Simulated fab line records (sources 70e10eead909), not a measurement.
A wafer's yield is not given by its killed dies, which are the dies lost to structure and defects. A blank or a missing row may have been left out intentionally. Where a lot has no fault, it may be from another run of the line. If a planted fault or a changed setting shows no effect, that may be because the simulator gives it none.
fab line records	flow nandHarc	part 1 of 2: steps 1 to 25 of 39
record lots=5	wafers=15	lastDay=27
route steps=1302 shown P_STI@78 P_GATE@110
lots untouched by any fault: they come from a run of this same line in which no faults occurred
startH: start of the lot's first displayed wafer, in hours after the record's first day	waitH: how many hours have passed since the lot's step before this one	" the same as in the row above	L1.1+2: one row covering several wafers at once	- no value, or no start given	* or withheld: withheld	< > ~ a bound
route shown NAME@n: names a module that has steps shown in the file, with the first one's number in the route	usual: mean/standard deviation of fault-free wafers	same: alike in all rows	chamber/n: place in a boat	sites: per-site readings	_std_site: the values' standard deviation	_edge_site: mean of outer sites minus mean of inner sites	radiusMm: how far each site lies from the wafer's centre	mask NAME#n: copy n	behind: the most recent tool/chamber to have shaped the wafer	hold: why the lot went on hold/how many hours it stayed there/how the hold came to an end	device: names the non-switching transistor (n, p or np)	end of line: the tests these same wafers got at the end of their route	for a step that has no rows: nothing shown but its recipe	killed: not the wafer's yield, but the dies lost to structure and defects at the first sort	map: a wafer's dies, marking killed ones x, the rest . and places with no die _
set.NAME: the setting as run; set.NAME@STEP: as run at that earlier step	model.NAME: the simulator's own value behind a step, which no gauge read
certain route steps with their lots: each step a table, each wafer a row
services: the hour from which a tool's chamber was out of use, counted from the record's first day as startH (under 0 if before that day), plus the number of hours and why
## steps
# step NHARC_P_STI_SOFTBAKE_04
# recipe tempC=125	timeS=70
# usual exhaustPa=44.9/0.79
lot.wafer	tool	chamber	startH	waitH	exhaustPa
L075.1	lithoTrack-05	0	-	-	44.4
L075.3	"	0	"	"	45.4
L075.6	"	0	"	"	43.9
L077.1	lithoTrack-07	0	-	-	44.6
L077.4	"	0	"	"	45.6
L077.5	"	0	"	"	45.0
L079.3	lithoTrack-03	0	-	-	46.1
L079.5	"	0	"	"	44.4
L079.6	"	0	"	"	45.4
L081.2	lithoTrack-03	0	-	-	44.6
L081.3	"	0	"	"	45.0
L081.5	"	0	"	"	43.9
L083.2	lithoTrack-05	0	-	-	46.3
L083.3	"	0	"	"	45.4
L083.6	"	0	"	"	45.3
# step NHARC_P_STI_EBR_05
# usual exhaustPa=44.9/0.8
lot.wafer	tool	chamber	startH	waitH	exhaustPa
L075.1	lithoTrack-05	0	-	-	44.3
L075.3	"	0	"	"	44.7
L075.6	"	0	"	"	44.9
L077.1	lithoTrack-07	0	-	-	43.6
L077.4	"	0	"	"	44.3
L077.5	"	0	"	"	44.0
L079.3	lithoTrack-03	0	-	-	43.0
L079.5	"	0	"	"	44.5
L079.6	"	0	"	"	43.9
L081.2	lithoTrack-03	0	-	-	45.9
L081.3	"	0	"	"	44.6
L081.5	"	0	"	"	44.4
L083.2	lithoTrack-05	0	-	-	44.8
L083.3	"	0	"	"	46.7
L083.6	"	0	"	"	44.4
# step NHARC_P_STI_EXPOSE_06
# recipe na=0.55	targetCdNm=200	doseMj=37.69	maskId=P_STI
# same na=0.55
lot.wafer	tool	chamber	startH	waitH	mask
L075.1+3+6	krfScanner-01	0	54.85	-	P_STI#0
L077.1+4+5	krfScanner-01	0	72.40	-	P_STI#0
L079.3+5+6	krfScanner-04	0	96.74	-	P_STI#0
L081.2+3+5	krfScanner-01	0	112.06	-	P_STI#0
L083.2+3+6	krfScanner-04	0	134.41	-	P_STI#0
# step NHARC_P_STI_PEB_07
# recipe pebTempC=128	pebTimeS=80
# usual exhaustPa=44.9/0.84
lot.wafer	tool	chamber	startH	waitH	exhaustPa
L075.1	lithoTrack-05	0	54.92	0.1	45.4
L075.3	"	0	"	"	46.1
L075.6	"	0	"	"	44.1
L077.1	lithoTrack-03	0	72.46	0.1	44.9
L077.4	"	0	"	"	45.2
L077.5	"	0	"	"	44.7
L079.3	lithoTrack-07	0	96.80	0.1	44.2
L079.5	"	0	"	"	43.1
L079.6	"	0	"	"	44.7
L081.2	lithoTrack-07	0	112.12	0.1	43.2
L081.3	"	0	"	"	44.5
L081.5	"	0	"	"	45.4
L083.2	lithoTrack-07	0	134.47	0.1	45.7
L083.3	"	0	"	"	45.4
L083.6	"	0	"	"	45.1
# step NHARC_P_STI_DEVELOP_08
# recipe timeS=50	devTempC=22
# usual exhaustPa=45.0/0.91
lot.wafer	tool	chamber	startH	waitH	exhaustPa
L075.1	lithoTrack-05	0	-	-	44.2
L075.3	"	0	"	"	43.9
L075.6	"	0	"	"	44.4
L077.1	lithoTrack-03	0	-	-	44.4
L077.4	"	0	"	"	45.9
L077.5	"	0	"	"	46.9
L079.3	lithoTrack-07	0	-	-	44.9
L079.5	"	0	"	"	45.4
L079.6	"	0	"	"	46.1
L081.2	lithoTrack-07	0	-	-	45.7
L081.3	"	0	"	"	45.6
L081.5	"	0	"	"	45.3
L083.2	lithoTrack-07	0	-	-	45.7
L083.3	"	0	"	"	44.7
L083.6	"	0	"	"	46.6
# step NHARC_P_STI_CD_MEAS_09
# recipe targetCdNm=200	landingEnergyEv=500
# usual cdNm=200.3/2.9
lot.wafer	tool	chamber	startH	waitH	cdNm
L075.1	cdSem-01	0	55.00	-	199.5
L075.3	"	0	"	"	200.4
L075.6	"	0	"	"	196.2
L077.1	cdSem-03	0	72.55	-	198.4
L077.4	"	0	"	"	201.0
L077.5	"	0	"	"	196.8
L079.3	cdSem-01	0	96.89	-	201.5
L079.5	"	0	"	"	201.5
L079.6	"	0	"	"	202.6
L081.2	cdSem-01	0	112.21	-	206.0
L081.3	"	0	"	"	203.1
L081.5	"	0	"	"	203.4
L083.2	cdSem-02	0	134.56	-	204.0
L083.3	"	0	"	"	202.6
L083.6	"	0	"	"	201.8
# step NHARC_P_STI_OVL_MEAS_10
# usual overlayXNm=0/5.6	overlayYNm=1/4.7
lot.wafer	tool	chamber	startH	waitH	overlayXNm	overlayYNm
L075.1	overlay-01	-	55.09	-	3	7
L075.3	"	-	"	"	3	6
L075.6	"	-	"	"	3	7
L077.1	overlay-02	-	72.64	-	-4	2
L077.4	"	-	"	"	-4	2
L077.5	"	-	"	"	-4	2
L079.3	overlay-02	-	96.97	-	-8	-5
L079.5	"	-	"	"	-7	-5
L079.6	"	-	"	"	-7	-5
L081.2	overlay-01	-	112.29	-	4	7
L081.3	"	-	"	"	3	8
L081.5	"	-	"	"	3	8
L083.2	overlay-01	-	134.65	-	-12	-9
L083.3	"	-	"	"	-12	-9
L083.6	"	-	"	"	-12	-9
# step NHARC_P_STI_INSPECT_11
# usual rawDefectCount=6/3.1
lot.wafer	tool	chamber	startH	waitH	rawDefectCount
L075.1	defectInspect-02	-	55.12	0.0	5
L075.3	"	-	"	"	2
L075.6	"	-	"	"	2
L077.1	defectInspect-02	-	72.67	0.0	7
L077.4	"	-	"	"	6
L077.5	"	-	"	"	7
L079.3	defectInspect-02	-	97.01	0.0	9
L079.5	"	-	"	"	8
L079.6	"	-	"	"	12
L081.2	defectInspect-01	-	112.33	0.0	6
L081.3	"	-	"	"	6
L081.5	"	-	"	"	6
L083.2	defectInspect-02	-	134.68	0.0	7
L083.3	"	-	"	"	7
L083.6	"	-	"	"	4
# step NHARC_P_STI_HARDBAKE_13
# recipe tempC=118	timeS=65
# usual exhaustPa=45.1/1.1
lot.wafer	tool	chamber	startH	waitH	exhaustPa
L075.1	lithoTrack-07	0	55.18	0.1	44.5
L075.3	"	0	"	"	43.4
L075.6	"	0	"	"	46.0
L077.1	lithoTrack-05	0	72.73	0.1	45.8
L077.4	"	0	"	"	45.9
L077.5	"	0	"	"	46.0
L079.3	lithoTrack-05	0	97.07	0.1	43.6
L079.5	"	0	"	"	43.9
L079.6	"	0	"	"	45.3
L081.2	lithoTrack-05	0	112.39	0.1	46.1
L081.3	"	0	"	"	44.8
L081.5	"	0	"	"	45.5
L083.2	lithoTrack-05	0	134.74	0.1	44.5
L083.3	"	0	"	"	44.8
L083.6	"	0	"	"	44.4
# step NHARC_P_STI_DESCUM_14
# recipe timeS=3	o2FlowSccm=200	arFlowSccm=0	biasPowerW=0	chemistry=O2
# usual drypumpMotorCurrentA=5.7/0.55	oesProductAu=1.000/0.008	rfVppV=57.8/0.87	showerheadPlenumPTorr=1.90/0.064	throttleValvePct=11.311/0.0088
lot.wafer	tool	chamber	startH	waitH	drypumpMotorCurrentA	oesProductAu	rfHoursCounterH	rfVppV	showerheadPlenumPTorr	throttleValvePct
L075.1	rieDiel-13	3	55.27	-	6.3	0.996	3	58.9	1.96	11.318
L075.3	"	0	"	"	6.8	0.985	3	57.4	1.84	11.308
L075.6	"	2	"	"	5.3	0.993	-	57.4	1.86	11.318
L077.1	rieDiel-05	2	72.81	-	5.2	0.999	1	56.1	1.86	11.312
L077.4	"	1	"	"	6.5	0.992	1	57.7	1.80	11.311
L077.5	"	3	"	"	5.7	0.997	-	58.2	1.92	11.309
L079.3	rieDiel-13	0	97.17	-	6.7	0.992	7	57.2	1.84	11.300
L079.6	"	1	"	"	5.1	0.996	-	58.1	2.04	11.300
L079.5	"	2	"	"	5.3	1.001	-	58.8	1.86	11.306
L081.2	rieDiel-05	0	112.46	-	5.0	1.011	4	57.0	1.94	11.302
L081.3	"	3	"	"	5.7	1.002	4	57.5	1.92	11.322
L081.5	"	0	"	"	5.0	0.996	-	58.3	1.94	11.311
L083.3	rieDiel-13	2	134.83	-	5.3	1.022	8	56.9	1.86	11.308
L083.2	"	3	"	"	6.3	0.998	8	57.4	1.96	11.309
L083.6	"	1	"	"	5.1	1.001	-	56.9	2.04	11.293
# step NHARC_P_STI_ETCH_42
# recipe targetDepthA=800	overetchA=240	timeS=61	ionEnergyEv=200	n2FlowSccm=150	h2FlowSccm=150	arFlowSccm=0	rfW=400	biasW=150	chemistry=N2/H2
# usual biasW=150.0/0.46	drypumpMotorCurrentA=5.7/0.55	n2FlowSccm=150.0/0.41	oesProductAu=0.998/0.0085	rfVppV=430.2/2	showerheadPlenumPTorr=2.03/0.072	throttleValvePct=14.171/0.0097
lot.wafer	tool	chamber	startH	waitH	biasW	drypumpMotorCurrentA	n2FlowSccm	oesProductAu	rfHoursCounterH	rfVppV	showerheadPlenumPTorr	throttleValvePct
L075.3	rieDiel-13	1	55.35	0.1	150.2	5.1	149.5	0.989	4	433.5	2.18	14.179
L075.1	"	3	"	"	151.1	6.3	150.1	1.000	3	432.6	2.09	14.171
L075.6	"	2	"	"	150.5	5.3	150.1	1.014	-	429.2	1.99	14.176
L077.4	rieDiel-05	0	72.89	0.1	149.4	5.0	150.1	1.005	1	431.8	2.06	14.176
L077.1	"	1	"	"	150.2	6.5	150.7	0.991	1	427.8	1.92	14.174
L077.5	"	0	"	"	150.0	5.0	150.0	1.008	-	430.5	2.06	14.179
L079.3	rieDiel-13	3	97.23	0.1	150.1	6.3	150.5	1.004	6	431.5	2.09	14.158
L079.6	"	2	"	"	150.6	5.3	149.2	1.012	-	430.4	1.99	14.174
L079.5	"	3	"	"	150.5	6.3	150.2	0.999	-	431.3	2.09	14.183
L081.2	rieDiel-05	1	112.57	0.1	149.6	6.5	149.7	0.993	3	427.8	1.92	14.161
L081.3	"	0	"	"	151.3	5.0	150.2	0.995	4	431.3	2.06	14.187
L081.5	"	0	"	"	150.7	5.0	150.2	1.002	-	431.5	2.06	14.153
L083.2	rieDiel-13	1	134.90	0.1	150.6	5.1	149.7	0.991	8	433.7	2.17	14.183
L083.3	"	0	"	"	150.1	6.8	149.7	0.986	9	427.4	1.96	14.164
L083.6	"	2	"	"	149.9	5.4	149.8	1.007	-	430.2	1.98	14.168
# step NHARC_P_STI_ETCH_31
# recipe targetDepthA=1089	timeS=54.5	cf4FlowSccm=100	chf3FlowSccm=30	arFlowSccm=0	rfW=500	biasW=200	chemistry=CF4/CHF3
# usual biasW=200.1/0.55	drypumpMotorCurrentA=5.7/0.56	oesProductAu=0.960/0.018	rfVppV=370.4/1.9	showerheadPlenumPTorr=1.57/0.051	throttleValvePct=16.802/0.009
lot.wafer	tool	chamber	startH	waitH	biasW	drypumpMotorCurrentA	oesProductAu	rfHoursCounterH	rfVppV	showerheadPlenumPTorr	throttleValvePct
L075.1	rieDiel-13	2	-	-	199.4	5.3	0.951	4	369.9	1.54	16.802
L075.3	"	3	"	"	200.0	6.2	0.969	3	371.8	1.61	16.820
L075.6	"	1	"	"	199.3	5.1	0.962	-	371.8	1.67	16.784
L077.1	rieDiel-05	0	-	-	200.1	5.0	0.990	1	372.4	1.59	16.802
L077.4	"	2	"	"	200.5	5.3	0.966	1	370.2	1.53	16.796
L077.5	"	3	"	"	200.6	5.7	0.978	-	372.4	1.58	16.813
L079.3	rieDiel-13	0	-	-	198.6	6.7	0.924	7	370.0	1.52	16.798
L079.6	"	0	"	"	200.0	6.7	0.917	-	368.9	1.52	16.809
L079.5	"	1	"	"	199.3	5.1	0.918	-	373.2	1.67	16.807
L081.3	rieDiel-05	1	-	-	199.8	6.5	0.936	3	367.8	1.49	16.795
L081.2	"	0	"	"	200.7	5.0	0.947	4	371.1	1.59	16.787
L081.5	"	0	"	"	199.8	5.0	0.939	-	371.0	1.59	16.804
L083.2	rieDiel-13	1	-	-	200.1	5.1	0.946	8	374.6	1.67	16.798
L083.3	"	3	"	"	200.0	6.3	0.965	8	372.4	1.61	16.784
L083.6	"	1	"	"	200.5	5.1	0.945	-	373.5	1.67	16.801
# step NHARC_P_STI_ETCH_15
# recipe targetDepthA=3000	taperDeg=4	timeS=100.1	hbrFlowSccm=150	cl2FlowSccm=50	rfW=400	icpW=400	biasW=100	chemistry=HBr/Cl2
# usual biasW=100.00/0.28	drypumpMotorCurrentA=5.76/0.3	hbrFlowSccm=150.0/0.43	oesProductAu=1.001/0.0081	throttleValvePct=26.405/0.0092
lot.wafer	tool	chamber	startH	waitH	biasW	drypumpMotorCurrentA	hbrFlowSccm	oesProductAu	rfHoursCounterH	throttleValvePct
L075.1	rieSi-04	1	55.54	-	100.09	5.58	149.7	1.000	0.31	26.394
L075.3	"	0	"	"	99.93	5.71	150.5	1.000	0.35	26.410
L075.6	"	2	"	"	100.22	5.94	150.3	1.014	-	26.415
L077.1	rieSi-04	2	73.08	-	100.11	5.92	150.0	1.013	0.48	26.400
L077.4	"	0	"	"	99.69	5.65	150.2	1.004	0.45	26.412
L077.5	"	2	"	"	100.33	5.91	149.9	1.003	-	26.417
L079.3	rieSi-05	0	97.44	-	99.82	5.31	150.3	0.991	0.78	26.418
L079.6	"	2	"	"	100.24	5.73	150.7	0.998	-	26.405
L079.5	"	3	"	"	100.49	6.00	150.3	0.993	-	26.415
L081.2	rieSi-04	2	112.78	-	100.12	5.94	150.3	1.011	0.79	26.404
L081.3	"	1	"	"	99.56	5.55	149.2	1.005	0.75	26.402
L081.5	"	3	"	"	100.29	6.17	150.1	0.997	-	26.391
L083.2	rieSi-06	2	135.11	-	100.07	5.39	150.2	1.007	0.31	26.414
L083.3	"	0	"	"	99.83	6.35	150.1	1.000	0.28	26.403
L083.6	"	0	"	"	100.06	6.35	150.0	1.002	-	26.398
# step NHARC_P_STI_CD_MEAS_16
# usual cdNm=200/3.2
lot.wafer	tool	chamber	startH	waitH	cdNm
L075.1	cdSem-01	-	55.70	-	198
L075.3	"	-	"	"	200
L075.6	"	-	"	"	198
L077.1	cdSem-03	-	73.24	-	197
L077.4	"	-	"	"	201
L077.5	"	-	"	"	197
L079.3	cdSem-03	-	97.58	-	199
L079.5	"	-	"	"	201
L079.6	"	-	"	"	200
L081.2	cdSem-03	-	112.94	-	206
L081.3	"	-	"	"	206
L081.5	"	-	"	"	204
L083.2	cdSem-01	-	135.28	-	203
L083.3	"	-	"	"	201
L083.6	"	-	"	"	201
# step NHARC_P_STI_OCD_MEAS_17
# usual trenchDepthNm=301/3.1	trenchFootCdNm=158.2/3
lot.wafer	tool	chamber	startH	waitH	trenchDepthNm	trenchFootCdNm
L075.1	ocd-02	-	55.79	0.1	300	157.8
L075.3	"	-	"	"	301	158.6
L075.6	"	-	"	"	305	153.6
L077.1	ocd-01	-	73.33	0.1	303	156.6
L077.4	"	-	"	"	302	158.7
L077.5	"	-	"	"	301	154.6
L079.3	ocd-02	-	97.67	0.1	299	160.3
L079.5	"	-	"	"	299	160.1
L079.6	"	-	"	"	300	160.3
L081.2	ocd-02	-	113.03	0.1	305	163.6
L081.3	"	-	"	"	303	161.4
L081.5	"	-	"	"	302	161.2
L083.2	ocd-01	-	135.37	0.1	302	161.4
L083.3	"	-	"	"	301	160.6
L083.6	"	-	"	"	304	158.7
# step NHARC_P_STI_STRIP_19
# recipe timeS=900	tempC=130	chemistry=SPM
# usual bathHeatDutyPct=15.0/1.7
lot.wafer	tool	chamber	startH	waitH	bathHeatDutyPct
L075.1	wetBench-01	1	55.84	0.1	11.0
L075.6	"	4	"	"	15.5
L075.3	"	5	"	"	16.7
L077.4	wetBench-06	5	73.41	0.1	15.3
L077.5	"	6	"	"	13.4
L077.1	"	7	"	"	17.0
L079.3	wetBench-04	1	97.73	0.1	13.5
L079.6	"	3	"	"	15.1
L079.5	"	5	"	"	17.7
L081.5	wetBench-04	6	113.09	0.1	14.3
L081.3	"	1	"	"	13.8
L081.2	"	2	"	"	14.7
L083.2	wetBench-04	1	135.43	0.1	13.2
L083.3	"	2	"	"	16.7
L083.6	"	5	"	"	18.2
# step NHARC_P_STI_PRECLEAN_32
# recipe timeS=*	tempC=50	bathAgeMin=0	chemistry=SC1
# usual bathHeatDutyPct=7.2/0.85	nh4ohFlowMLMin=28.29/0.096
lot.wafer	tool	chamber	startH	waitH	bathHeatDutyPct	nh4ohFlowMLMin
L075.1	wetBench-01	1	-	-	6.8	28.24
L075.6	"	4	"	"	7.7	28.45
L075.3	"	5	"	"	6.6	28.32
L077.4	wetBench-06	5	-	-	7.9	28.17
L077.5	"	6	"	"	5.5	28.19
L077.1	"	7	"	"	6.5	28.26
L079.3	wetBench-04	1	-	-	6.4	28.28
L079.6	"	3	"	"	6.9	28.18
L079.5	"	5	"	"	9.6	28.27
L081.5	wetBench-04	6	-	-	6.0	28.31
L081.3	"	1	"	"	6.5	28.24
L081.2	"	2	"	"	8.0	28.30
L083.2	wetBench-04	1	-	-	6.8	28.43
L083.3	"	2	"	"	7.6	28.29
L083.6	"	5	"	"	9.1	28.16
# step NHARC_P_STI_SRD_23
lot.wafer	tool	chamber	startH	waitH
L075.1+6+3	wetBench-01	1,4,5	-	-
L077.4+5+1	wetBench-06	5,6,7	-	-
L079.3+6+5	wetBench-04	1,3,5	-	-
L081.5+3+2	wetBench-04	6,1,2	-	-
L083.2+3+6	wetBench-04	1,2,5	-	-
# step NHARC_P_STI_OCD_MEAS_43
# usual trenchDepthNm=301/3.2	trenchFootCdNm=158/3
lot.wafer	tool	chamber	startH	waitH	trenchDepthNm	trenchFootCdNm
L075.1	ocd-02	-	56.29	-	301	157
L075.3	"	-	"	"	301	158
L075.6	"	-	"	"	305	153
L077.1	ocd-02	-	73.84	-	303	156
L077.4	"	-	"	"	301	158
L077.5	"	-	"	"	302	155
L079.3	ocd-01	-	98.18	-	299	160
L079.5	"	-	"	"	299	160
L079.6	"	-	"	"	300	160
L081.2	ocd-01	-	113.54	-	305	163
L081.3	"	-	"	"	303	162
L081.5	"	-	"	"	302	162
L083.2	ocd-02	-	135.88	-	301	162
L083.3	"	-	"	"	301	161
L083.6	"	-	"	"	304	159
# step NHARC_P_STI_OXIDE_33
# recipe targetThkA=100	tempC=1000	oxTimeS=281	material=SiO2
lot.wafer	tool	chamber	startH	waitH
L075.1+3+6	furnace-06	0	59.98	3.7
L077.1+4+5	furnace-05	0	79.90	6.1
L079.3+5+6	furnace-06	0	104.67	6.5
L081.2+3+5	furnace-06	0	119.13	5.6
L083.2+3+6	furnace-06	0	141.86	6.0
# step NHARC_P_STI_HDPCVD_20
# recipe targetThkA=withheld	sigmaOpenFrac=withheld	material=SiO2
lot.wafer	tool	chamber	startH	waitH
L075.1+3+6	hdpcvd-01	1	64.66	0.5
L077.1+4+5	hdpcvd-01	0	84.58	0.4
L079.3+6+5	hdpcvd-01	0,1,0	109.62	0.6
L081.2+3+5	hdpcvd-01	1,1,0	123.81	0.4
L083.2+3+6	hdpcvd-01	1	146.59	0.4
# step NHARC_P_STI_ANNEAL_34
# recipe tempC=1000	timeS=1800
lot.wafer	tool	chamber	startH	waitH
L075.1+3+6	furnace-05	0	71.91	7.2
L077.1+4+5	furnace-02	0	89.36	4.7
L079.3+5+6	furnace-05	0	115.02	5.3
L081.2+3+5	furnace-02	0	128.01	4.1
L083.2+3+6	furnace-06	0	152.18	5.5
# step NHARC_P_STI_CMP_21
# recipe tOverpolishS=20	targetThkNm=380.67
# usual motorCurrentA=12.1/1.1	overpolishRunS=20.000/0.0092
lot.wafer	tool	chamber	startH	waitH	motorCurrentA	overpolishRunS
L075.3	cmp-02	2	76.82	0.4	12.7	20.000
L075.1	"	0	"	"	10.9	20.020
L075.6	"	3	"	"	11.2	19.984
L077.1	cmp-04	3	94.28	0.4	12.0	20.010
L077.4	"	0	"	"	14.3	20.010
L077.5	"	2	"	"	10.4	19.972
L079.3	cmp-04	3	119.96	0.4	11.3	20.004
L079.6	"	1	"	"	13.4	19.989
L079.5	"	2	"	"	11.1	19.986
L081.3	cmp-02	0	132.87	0.4	10.3	20.022
L081.2	"	2	"	"	12.6	19.985
L081.5	"	0	"	"	10.8	20.005
L083.3	cmp-01	1	157.04	0.4	11.8	19.998
L083.2	"	2	"	"	13.5	19.995
L083.6	"	0	"	"	13.3	20.008
# step NHARC_P_STI_SRD_35
lot.wafer	tool	chamber	startH	waitH
L075.6+3+1	wetBench-01	5,6,7	77.13	0.0
L077.1+5+4	wetBench-06	1,4,5	94.56	0.0
L079.6+5+3	wetBench-06	5,7,0	120.21	0.0
L081.3+5+2	wetBench-01	0,2,3	133.18	0.0
L083.2+3+6	wetBench-04	0,3,5	157.29	0.0
# step NHARC_P_STI_ETCH_36
# recipe targetDepthA=388	chemistry=dHF	material=SiO2
lot.wafer	tool	chamber	startH	waitH
L075.6+3+1	wetBench-01	5,6,7	77.15	0.0
L077.1+5+4	wetBench-06	1,4,5	94.58	0.0
L079.6+5+3	wetBench-06	5,7,0	120.23	0.0
L081.3+5+2	wetBench-01	0,2,3	133.20	0.0
L083.2+3+6	wetBench-04	0,3,5	157.31	0.0
